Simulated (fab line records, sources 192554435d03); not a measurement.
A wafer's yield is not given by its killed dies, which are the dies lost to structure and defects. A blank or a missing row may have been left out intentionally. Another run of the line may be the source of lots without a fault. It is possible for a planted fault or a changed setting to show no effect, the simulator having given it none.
Split-lot study -- flow n5_finfet -- 21 wafers read across 7 lots, on a route 1938 steps long

== ON THE SPLIT ==
At N5_BEOL_M0_SAQP_HM_DEP_02 (deposits TiN, target thk 12 nm), the setting target_thk_a was moved away from the recipe's 120 angstrom on 8 of the 21 wafers read, by -7.7% to +12.5%. For the rest of the wafers, this setting stayed at what the recipe calls for.

The reading is taken at the split's own step.

== THE READING ==
TiN_of_BEOL_M0_SAQP_HM_DEP_02.thk_nm (the simulator's own value, which no gauge read), in nm, at N5_BEOL_M0_SAQP_HM_DEP_02 (deposits TiN, target thk 12 nm). The file does not state a usual value for it. Here, 13 wafers ran the recipe; their average is 11.9 nm with a standard deviation of 0.15 nm.

wafer,"tool, chamber at the split","target_thk_a as run, angstrom",against the recipe,"TiN_of_BEOL_M0_SAQP_HM_DEP_02.thk_nm, nm",against lot-mates on the recipe
L075.1,"pvd_sputter-03, -",120,recipe,12,-
L075.3,"pvd_sputter-03, -",114.9,-4.2%,11.4,-0.6
L075.4,"pvd_sputter-03, -",114.9,-4.2%,11.6,-0.4
L076.1,"pvd_sputter-02, -",131.1,+9.3%,13,+1.0
L076.2,"pvd_sputter-02, -",131.1,+9.3%,13,+1.0
L076.6,"pvd_sputter-02, -",120,recipe,12,-
L081.1,"pvd_sputter-01, -",120,recipe,11.8,-
L081.3,"pvd_sputter-01, -",110.8,-7.7%,11,-0.9
L081.6,"pvd_sputter-01, -",120,recipe,12,-
L083.1,"pvd_sputter-02, -",120,recipe,12,-
L083.3,"pvd_sputter-02, -",120,recipe,12,-
L083.4,"pvd_sputter-02, -",120,recipe,12,-
L086.1,"pvd_sputter-02, -",120,recipe,12,-
L086.3,"pvd_sputter-02, -",120,recipe,12,-
L086.5,"pvd_sputter-02, -",120,recipe,12,-
L095.2,"pvd_sputter-03, -",135,+12.5%,13.6,+1.8
L095.5,"pvd_sputter-03, -",135,+12.5%,13.2,+1.4
L095.6,"pvd_sputter-03, -",120,recipe,11.8,-
L096.2,"pvd_sputter-01, -",120,recipe,11.6,-
L096.6,"pvd_sputter-01, -",120,recipe,11.6,-
L096.3,"pvd_sputter-01, -",133.1,+10.9%,13,+1.4

THE FIT
A straight line over all 21 wafers: TiN_of_BEOL_M0_SAQP_HM_DEP_02.thk_nm changes by +0.114 nm for each +1% of target_thk_a; r = +0.97; the points scatter about the line by 0.15 nm.
The same after taking each lot's own level away (the mean of its wafers on the recipe; 21 wafers): +0.122 nm for each +1%; r = +0.99; scatter 0.095 nm.
According to that fit, moving target_thk_a by its largest amount changes the reading by 1.5 nm.
The lots' own levels span 11.60 to 12.00 nm, that is 2.7 times the standard deviation above.
The two slopes agree, so the slope changes little with the lot-to-lot level.
Check: for one of the wafers moved furthest among these (+12.5%), held out of the fit, the line's prediction against its lot-mates is +1.44 nm. It came out at +1.8 nm against them.

== FILE'S OWN FIT ==
TiN_of_BEOL_M0_SAQP_HM_DEP_02.thk_nm changes by +0.122 nm for each +1% of target_thk_a, r = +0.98.
